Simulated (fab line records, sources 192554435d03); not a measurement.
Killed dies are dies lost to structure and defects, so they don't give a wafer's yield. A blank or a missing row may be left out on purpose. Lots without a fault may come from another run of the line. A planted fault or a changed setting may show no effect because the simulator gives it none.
Which tool did it? | flow n5_finfet | 24 lots, 72 wafers sampled, at 6 steps of a route of 1938

WHAT THE GAUGES READ, wafer by wafer
N5_BEOL_M5_CD_MEAS_18: pitch 56 nm, target cd 28 nm. Usual: cd_nm 27.9 nm, standard deviation 0.36.
lot  | measured     | on        | cd_nm (nm)     | flag
L074 | day 8 11:26  | cd_sem-02 | 28.1 27.9 28.0 |
L076 | day 8 17:07  | cd_sem-02 | 27.5 28.1 28.4 |
L075 | day 8 20:32  | cd_sem-03 | 27.9 27.8 28.2 |
L077 | day 9 06:20  | cd_sem-02 | 28.0 27.7 27.8 |
L078 | day 9 13:55  | cd_sem-03 | 28.0 27.1 27.6 |
L079 | day 9 15:44  | cd_sem-02 | 27.1 27.9 27.8 |
L080 | day 9 23:46  | cd_sem-03 | 27.8 27.6 28.0 |
L081 | day 9 23:55  | cd_sem-01 | 28.4 28.1 28.4 |
L082 | day 10 00:00 | cd_sem-01 | 27.7 28.4 27.9 |
L083 | day 10 15:14 | cd_sem-02 | 27.9 27.8 28.0 |
L085 | day 10 22:19 | cd_sem-02 | 27.9 27.4 28.0 |
L084 | day 11 00:08 | cd_sem-03 | 28.0 27.6 28.1 |
L087 | day 11 18:12 | cd_sem-03 | 28.2 28.1 28.8 |
L089 | day 12 01:31 | cd_sem-03 | 28.4 28.0 28.0 |
L086 | day 12 02:01 | cd_sem-03 | 27.8 27.8 28.0 |
L088 | day 12 09:28 | cd_sem-02 | 28.5 28.0 27.7 |
L090 | day 12 11:44 | cd_sem-03 | 28.0 27.5 27.6 |
L091 | day 13 20:46 | cd_sem-01 | 27.9 27.6 27.8 |
L093 | day 14 01:01 | cd_sem-02 | 27.4 27.3 27.4 |
L094 | day 14 05:05 | cd_sem-02 | 28.5 27.9 28.1 |
L092 | day 14 07:10 | cd_sem-03 | 27.8 28.4 28.3 |
L096 | day 14 23:54 | cd_sem-03 | 27.8 27.5 27.6 |
L095 | day 14 23:59 | cd_sem-02 | 27.9 28.3 28.1 |
L097 | day 15 02:58 | cd_sem-02 | 28.0 27.9 28.2 |

WHICH TOOL RAN EACH LOT (tool, then ch and the chambers of the sampled wafers, then the start)
lot  | N5_BEOL_M4_SURFACE_TREAT_85  | N5_BEOL_M4_SPUTTER_81        | N5_BEOL_M4_SPUTTER_88        | N5_BEOL_M4_SPUTTER_96        | N5_BEOL_M5_CURE_79
L074 | pvd_sputter-01, day 8 04:31  | pvd_sputter-01, day 8 05:31  | pvd_sputter-01, day 8 05:58  | pvd_sputter-01, day 8 06:50  | uv_cure-01 ch 0, day 8 09:04
L076 | pvd_sputter-01, day 8 10:26  | pvd_sputter-02, day 8 11:32  | pvd_sputter-02, day 8 11:58  | pvd_sputter-02, day 8 12:51  | uv_cure-01 ch 1, day 8 15:03
L075 | pvd_sputter-03, day 8 13:40  | pvd_sputter-01, day 8 14:31  | pvd_sputter-01, day 8 14:58  | pvd_sputter-01, day 8 15:50  | uv_cure-03 ch 2, day 8 18:04
L077 | pvd_sputter-01, day 8 21:54  | pvd_sputter-01, day 8 22:49  | pvd_sputter-01, day 8 23:16  | pvd_sputter-01, day 9 00:08  | uv_cure-02 ch 0, day 9 02:16
L078 | pvd_sputter-03, day 9 06:41  | pvd_sputter-03, day 9 07:27  | pvd_sputter-03, day 9 07:53  | pvd_sputter-03, day 9 08:48  | uv_cure-02 ch 2, day 9 11:17
L079 | pvd_sputter-01, day 9 09:12  | pvd_sputter-03, day 9 09:54  | pvd_sputter-03, day 9 10:22  | pvd_sputter-03, day 9 11:20  | uv_cure-03 ch 2, day 9 14:01
L080 | pvd_sputter-02, day 9 14:34  | pvd_sputter-02, day 9 15:19  | pvd_sputter-02, day 9 15:46  | pvd_sputter-02, day 9 16:38  | uv_cure-02 ch 1, day 9 19:11
L081 | pvd_sputter-01, day 9 15:17  | pvd_sputter-01, day 9 16:05  | pvd_sputter-01, day 9 16:32  | pvd_sputter-01, day 9 17:25  | uv_cure-03 ch 0, day 9 19:37
L082 | pvd_sputter-01, day 9 15:20  | pvd_sputter-02, day 9 17:10  | pvd_sputter-02, day 9 17:36  | pvd_sputter-02, day 9 18:29  | uv_cure-02 ch 0, day 9 20:38
L083 | pvd_sputter-02, day 10 08:55 | pvd_sputter-03, day 10 09:36 | pvd_sputter-03, day 10 10:02 | pvd_sputter-03, day 10 10:55 | uv_cure-03 ch 1, day 10 13:21
L085 | pvd_sputter-02, day 10 09:46 | pvd_sputter-02, day 10 10:36 | pvd_sputter-02, day 10 11:02 | pvd_sputter-02, day 10 11:55 | uv_cure-03 ch 0, day 10 20:27
L084 | pvd_sputter-02, day 10 12:16 | pvd_sputter-03, day 10 12:56 | pvd_sputter-03, day 10 13:23 | pvd_sputter-03, day 10 14:16 | uv_cure-02 ch 2, day 10 22:06
L087 | pvd_sputter-02, day 11 11:21 | pvd_sputter-02, day 11 12:01 | pvd_sputter-02, day 11 12:27 | pvd_sputter-02, day 11 13:20 | uv_cure-02 ch 0, day 11 15:59
L089 | pvd_sputter-01, day 11 17:58 | pvd_sputter-02, day 11 18:40 | pvd_sputter-02, day 11 19:06 | pvd_sputter-02, day 11 19:59 | uv_cure-02 ch 0, day 11 22:07
L086 | pvd_sputter-03, day 11 18:39 | pvd_sputter-03, day 11 19:22 | pvd_sputter-03, day 11 19:49 | pvd_sputter-03, day 11 20:41 | uv_cure-02 ch 2, day 11 23:08
L088 | pvd_sputter-02, day 12 01:38 | pvd_sputter-02, day 12 02:23 | pvd_sputter-02, day 12 02:49 | pvd_sputter-02, day 12 03:42 | uv_cure-03 ch 0, day 12 05:57
L090 | pvd_sputter-02, day 12 03:47 | pvd_sputter-02, day 12 04:31 | pvd_sputter-02, day 12 04:58 | pvd_sputter-02, day 12 05:50 | uv_cure-03 ch 1, day 12 08:17
L091 | pvd_sputter-01, day 13 13:49 | pvd_sputter-03, day 13 14:50 | pvd_sputter-03, day 13 15:17 | pvd_sputter-03, day 13 16:10 | uv_cure-03 ch 0, day 13 18:23
L093 | pvd_sputter-03, day 13 16:40 | pvd_sputter-01, day 13 17:33 | pvd_sputter-01, day 13 17:59 | pvd_sputter-01, day 13 18:52 | uv_cure-03 ch 0, day 13 21:23
L094 | pvd_sputter-01, day 13 21:34 | pvd_sputter-02, day 13 22:32 | pvd_sputter-02, day 13 22:59 | pvd_sputter-02, day 13 23:52 | uv_cure-01 ch 2, day 14 02:08
L092 | pvd_sputter-02, day 14 01:10 | pvd_sputter-03, day 14 01:53 | pvd_sputter-03, day 14 02:19 | pvd_sputter-03, day 14 03:12 | uv_cure-03 ch 1, day 14 05:34
L096 | pvd_sputter-02, day 14 17:08 | pvd_sputter-02, day 14 17:54 | pvd_sputter-02, day 14 18:20 | pvd_sputter-02, day 14 19:13 | uv_cure-02 ch 2, day 14 21:23
L095 | pvd_sputter-02, day 14 17:17 | pvd_sputter-03, day 14 18:12 | pvd_sputter-03, day 14 18:38 | pvd_sputter-03, day 14 19:31 | uv_cure-03 ch 0, day 14 22:16
L097 | pvd_sputter-01, day 14 20:27 | pvd_sputter-01, day 14 21:11 | pvd_sputter-01, day 14 21:37 | pvd_sputter-01, day 14 22:30 | uv_cure-03 ch 1, day 15 00:55
- N5_BEOL_M4_SURFACE_TREAT_85
- N5_BEOL_M4_SPUTTER_81: material Cu, target thk 4.5 nm, time 8.29 s.
- N5_BEOL_M4_SPUTTER_88: material Cu, target thk 4.5 nm, time 8.29 s.
- N5_BEOL_M4_SPUTTER_96: material Cu, target thk 4.5 nm, time 8.29 s.
- N5_BEOL_M5_CURE_79: cures SiCOH lowk, time 240 s.

WHAT THE TOOLS THEMSELVES READ (means of the sampled wafers that have a number; where no wafer has one, the mark that the record gives instead)
N5_BEOL_M4_SPUTTER_81. Usual: susceptor_temp_C -19.99 C, standard deviation 0.096; throttle_valve_pct 30.2 %, standard deviation 1.1.
lot  | tool           | susceptor_temp_C (C) | throttle_valve_pct (%) | flag
L074 | pvd_sputter-01 | -19.98               | 31.1                   |
L076 | pvd_sputter-02 | -20.05               | 29.2                   |
L075 | pvd_sputter-01 | -19.92               | 30.8                   |
L077 | pvd_sputter-01 | -19.92               | 31.2                   |
L078 | pvd_sputter-03 | -19.95               | 31.7                   |
L079 | pvd_sputter-03 | -19.98               | 31.1                   |
L080 | pvd_sputter-02 | -19.90               | 29.0                   |
L081 | pvd_sputter-01 | -20.07               | 30.9                   |
L082 | pvd_sputter-02 | -19.88               | 29.0                   |
L083 | pvd_sputter-03 | -20.06               | 30.8                   |
L085 | pvd_sputter-02 | -20.05               | 29.1                   |
L084 | pvd_sputter-03 | -20.03               | 30.8                   |
L087 | pvd_sputter-02 | -19.96               | 29.4                   |
L089 | pvd_sputter-02 | -20.01               | 29.3                   |
L086 | pvd_sputter-03 | -20.01               | 30.3                   |
L088 | pvd_sputter-02 | -20.00               | 29.2                   |
L090 | pvd_sputter-02 | -19.94               | 29.0                   |
L091 | pvd_sputter-03 | -20.07               | 31.1                   |
L093 | pvd_sputter-01 | -19.97               | 31.2                   |
L094 | pvd_sputter-02 | -19.90               | 29.0                   |
L092 | pvd_sputter-03 | -19.97               | 30.9                   |
L096 | pvd_sputter-02 | -19.96               | 29.1                   |
L095 | pvd_sputter-03 | -19.94               | 30.9                   |
L097 | pvd_sputter-01 | -19.96               | 30.8                   |

N5_BEOL_M4_SPUTTER_88. Usual: susceptor_temp_C -20.01 C, standard deviation 0.11; throttle_valve_pct 30.2 %, standard deviation 1.2.
lot  | tool           | susceptor_temp_C (C) | throttle_valve_pct (%) | flag
L074 | pvd_sputter-01 | -20.05               | 31.3                   |
L076 | pvd_sputter-02 | -19.98               | 29.1                   |
L075 | pvd_sputter-01 | -19.93               | 30.9                   |
L077 | pvd_sputter-01 | -20.11               | 31.3                   |
L078 | pvd_sputter-03 | -20.02               | 31.6                   |
L079 | pvd_sputter-03 | -19.86               | 31.3                   |
L080 | pvd_sputter-02 | -20.05               | 29.1                   |
L081 | pvd_sputter-01 | -20.15               | 30.6                   |
L082 | pvd_sputter-02 | -20.04               | 29.0                   |
L083 | pvd_sputter-03 | -20.08               | 30.9                   |
L085 | pvd_sputter-02 | -19.96               | 29.1                   |
L084 | pvd_sputter-03 | -20.10               | 30.7                   |
L087 | pvd_sputter-02 | -19.93               | 29.3                   |
L089 | pvd_sputter-02 | -20.02               | 28.9                   |
L086 | pvd_sputter-03 | -19.97               | 30.3                   |
L088 | pvd_sputter-02 | -20.01               | 29.3                   |
L090 | pvd_sputter-02 | -19.89               | 29.1                   |
L091 | pvd_sputter-03 | -20.05               | 31.1                   |
L093 | pvd_sputter-01 | -19.91               | 31.3                   |
L094 | pvd_sputter-02 | -20.02               | 29.2                   |
L092 | pvd_sputter-03 | -20.08               | 31.0                   |
L096 | pvd_sputter-02 | -20.12               | 29.0                   |
L095 | pvd_sputter-03 | -20.02               | 31.1                   |
L097 | pvd_sputter-01 | -20.03               | 30.9                   |

N5_BEOL_M4_SPUTTER_96. Usual: susceptor_temp_C -20.01 C, standard deviation 0.11; throttle_valve_pct 30.2 %, standard deviation 1.2.
lot  | tool           | susceptor_temp_C (C) | throttle_valve_pct (%) | flag
L074 | pvd_sputter-01 | -20.00               | 31.1                   |
L076 | pvd_sputter-02 | -19.88               | 29.1                   |
L075 | pvd_sputter-01 | -19.93               | 30.7                   |
L077 | pvd_sputter-01 | -19.93               | 31.2                   |
L078 | pvd_sputter-03 | -19.97               | 31.8                   |
L079 | pvd_sputter-03 | -20.10               | 31.3                   |
L080 | pvd_sputter-02 | -20.00               | 29.1                   |
L081 | pvd_sputter-01 | -20.11               | 30.8                   |
L082 | pvd_sputter-02 | -20.09               | 29.0                   |
L083 | pvd_sputter-03 | -20.02               | 30.9                   |
L085 | pvd_sputter-02 | -19.99               | 29.1                   |
L084 | pvd_sputter-03 | -20.05               | 30.9                   |
L087 | pvd_sputter-02 | -19.96               | 29.4                   |
L089 | pvd_sputter-02 | -20.00               | 28.9                   |
L086 | pvd_sputter-03 | -20.02               | 30.5                   |
L088 | pvd_sputter-02 | -20.11               | 29.1                   |
L090 | pvd_sputter-02 | -19.99               | 29.1                   |
L091 | pvd_sputter-03 | -20.01               | 31.2                   |
L093 | pvd_sputter-01 | -19.89               | 31.2                   |
L094 | pvd_sputter-02 | -19.95               | 29.1                   |
L092 | pvd_sputter-03 | -20.04               | 30.9                   |
L096 | pvd_sputter-02 | -20.04               | 29.0                   |
L095 | pvd_sputter-03 | -20.01               | 31.1                   |
L097 | pvd_sputter-01 | -19.97               | 30.8                   |

N5_BEOL_M5_CURE_79. Usual: lamp_power_pct 52.32 %, standard deviation 0.058; wafer_temp_C_max 386.7, standard deviation 0.55.
lot  | tool       | lamp_power_pct (%) | wafer_temp_C_max | flag
L074 | uv_cure-01 | 52.30              | 386.1            |
L076 | uv_cure-01 | 52.33              | 385.7            |
L075 | uv_cure-03 | 52.36              | 387.7            |
L077 | uv_cure-02 | 52.33              | 386.4            |
L078 | uv_cure-02 | 52.30              | 386.6            |
L079 | uv_cure-03 | 52.30              | 387.8            |
L080 | uv_cure-02 | 52.33              | 386.7            |
L081 | uv_cure-03 | 52.31              | 387.3            |
L082 | uv_cure-02 | 52.28              | 386.6            |
L083 | uv_cure-03 | 52.34              | 386.5            |
L085 | uv_cure-03 | 52.27              | 386.9            |
L084 | uv_cure-02 | 52.31              | 387.0            |
L087 | uv_cure-02 | 52.29              | 385.9            |
L089 | uv_cure-02 | 52.35              | 386.1            |
L086 | uv_cure-02 | 52.37              | 386.9            |
L088 | uv_cure-03 | 52.32              | 387.0            |
L090 | uv_cure-03 | 52.28              | 386.3            |
L091 | uv_cure-03 | 52.30              | 387.2            |
L093 | uv_cure-03 | 52.21              | 386.9            |
L094 | uv_cure-01 | 52.32              | 386.0            |
L092 | uv_cure-03 | 52.28              | 386.7            |
L096 | uv_cure-02 | 52.35              | 386.7            |
L095 | uv_cure-03 | 52.33              | 386.8            |
L097 | uv_cure-03 | 52.32              | 386.6            |

THE ANSWER, worked out from the rows above alone
Rule: a lot is off if the mean of its wafers that have a number lies more than 3 standard deviations from the usual mean. A lot without any number at a reading at which 4 lots or more have one is off too. The other lots that the step has rows for count as sound. The gauges are gone through in route order, then the tools' own readings, and for those a lot's mean is taken as printed above. The first step at which some lot is off is used, and at that step the reading that is off furthest; a lot without a number counts as furthest.
No lot is off at any reading shown: from this, nothing can be told.

WHAT THE SIMULATOR HAD PUT IN
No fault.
